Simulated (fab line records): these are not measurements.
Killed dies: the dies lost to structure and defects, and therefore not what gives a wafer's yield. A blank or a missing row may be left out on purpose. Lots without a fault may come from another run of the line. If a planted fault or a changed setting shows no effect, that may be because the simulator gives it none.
Code-filled problem report in 8D (eight disciplines) form -- flow n5-finfet -- the parts of the form that need people (team, actions taken, sign-off) are left out

1. THE PROBLEM
A mean of 6.58 s is read at N5_BEOL_M7_ETCH_72 for etch-rf-on-time-s, taken on 1 wafer of 1 lot, against 5.21 s (standard deviation 0.09) on wafers free of any fault. That is +15 standard deviations from the usual mean.
The step: etches underlayer in N2/H2, target depth 6.5 nm, time 5.2 s.
First observed at day 13 18:49: wafer L650.2, on rie-diel-06. At this step, 29 wafers from 10 lots have a number in the record. Rule for "out" (also "out of limits"): further than 4 standard deviations from the usual mean. All remaining wafers that have a number are taken as sound.

2. WHAT IT IS AND WHAT IT IS NOT
question,is,is not
which readings at this step,etch-rf-on-time-s,"drypump-motor-current-A, oes-product-au, rf-vpp-V, showerhead-plenum-p-Torr, throttle-valve-pct"
which lots,L650,"L632, L633, L636, L640, L642, L644, L645, L646, L655"
which wafers of those lots,L650.2,L650.5
read on which tools,rie-diel-06,"rie-diel-04, rie-diel-05"
when,from day 13 18:49,up to then (25 sound wafers); but 3 sound wafers of L655 came after

3. THE SUSPECTS, EACH WITH WHAT RULES IT OUT
Counting: a tool at a process step up to the reading stays a suspect if it ran every lot that is out. Sound lots after the first of them don't rule it out here, since some wafers of a struck lot are sound.
- rie-diel-06 at N5_BEOL_M7_STRIP_67 (strips in CF4): kept. L650, the lot that is out, went through it at day 13 17:53; up to then, the latest sound lot through it was L646 at day 12 12:31.
- rie-diel-06 at N5_BEOL_M7_DESCUM_33 (chemistry O2, time 7 s): kept. L650, the lot that is out, went through it at day 13 18:47; up to then, the latest sound lot through it was L645 at day 12 00:34.
- rie-diel-06 at N5_BEOL_M7_ETCH_72 (etches underlayer in N2/H2, target depth 6.5 nm, time 5.2 s): kept. L650, the lot that is out, went through it at day 13 18:49; up to then, the latest sound lot through it was L645 at day 12 00:36. Its own etch-rf-on-time-s readings are out on those wafers.
Left after counting: rie-diel-06 at N5_BEOL_M7_STRIP_67, rie-diel-06 at N5_BEOL_M7_DESCUM_33, rie-diel-06 at N5_BEOL_M7_ETCH_72.

4. THE CAUSE (what the simulator had put in)
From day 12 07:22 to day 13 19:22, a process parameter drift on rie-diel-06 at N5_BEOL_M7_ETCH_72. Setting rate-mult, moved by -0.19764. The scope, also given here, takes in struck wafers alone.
This tool is one of the 3 suspects left after counting.

5. SEQUENCE OF EFFECTS, ordered by route
Rows list readings where the struck wafers' mean (over those with a number) sits beyond 3 standard deviations from the usual. Only readings whose record carries a usual standard deviation are examined. hours: median over the lots of the time between each lot's start at the first step of this table that gives one and its start at this step. sigmas: the change, counted in usual standard deviations.
hours,step,reading,usual,on struck wafers,change,sigmas
0,N5_BEOL_M7_ETCH_72,etch-rf-on-time-s,5.21 s,6.58,+1.37,+15
The process steps in it:
- N5_BEOL_M7_ETCH_72: etches underlayer in N2/H2, target depth 6.5 nm, time 5.2 s.

6. WHAT WOULD HAVE CAUGHT IT SOONER
The fault began at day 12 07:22; the first out-of-limits reading in this record came at day 13 18:49, 35 hours later.
